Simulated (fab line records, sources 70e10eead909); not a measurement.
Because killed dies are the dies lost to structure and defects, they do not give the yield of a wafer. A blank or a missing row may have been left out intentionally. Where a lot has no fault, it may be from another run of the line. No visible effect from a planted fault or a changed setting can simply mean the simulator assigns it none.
Chamber matching | flow nand-harc | 4 sister chambers for NHARC_P_GATE_STRIP_108 on rie-diel-08
The step strips in O2. 4 wafers are shown with their chamber, then 6 later ones without.

== WAFERS WITH THEIR CHAMBER ==
wafer  | chamber | drypump-motor-current-A (A)
L371.4 | 0       | 5.59
L372.4 | 1       | 5.93
L373.5 | 3       | 5.99
L373.6 | 2       | 5.37

== WAFERS WITHOUT THEIR CHAMBER ==
wafer  | drypump-motor-current-A (A)
L375.1 | 5.92
L375.3 | 6.02
L375.5 | 5.59
L378.2 | 5.57
L378.4 | 5.36
L378.5 | 6.00

== WHICH CHAMBER EACH ONE RAN IN ==
wafer  | from the rows above | in truth
L375.1 | 1                   | 1
L375.3 | 3                   | 3
L375.5 | 0                   | 0
L378.2 | 0                   | 0
L378.4 | 2                   | 2
L378.5 | 3                   | 3
Placed correctly: 6 of 6. Not placeable from these rows: 0. Wrongly placed: 0.
How it was worked out, from the rows above alone: a wafer's distance from a chamber is the root of the sum, over the readings, of the square of ((its reading less the chamber's mean) divided by the reading's scatter). The wafer belongs to the nearest chamber; if the next one is less than 2 further off, it can't be placed. Each chamber's mean is taken over the wafers shown for it. The scatter (one wafer shown for each chamber): square how far every hidden wafer sits from the nearest shown wafer, average those squares and take the square root.
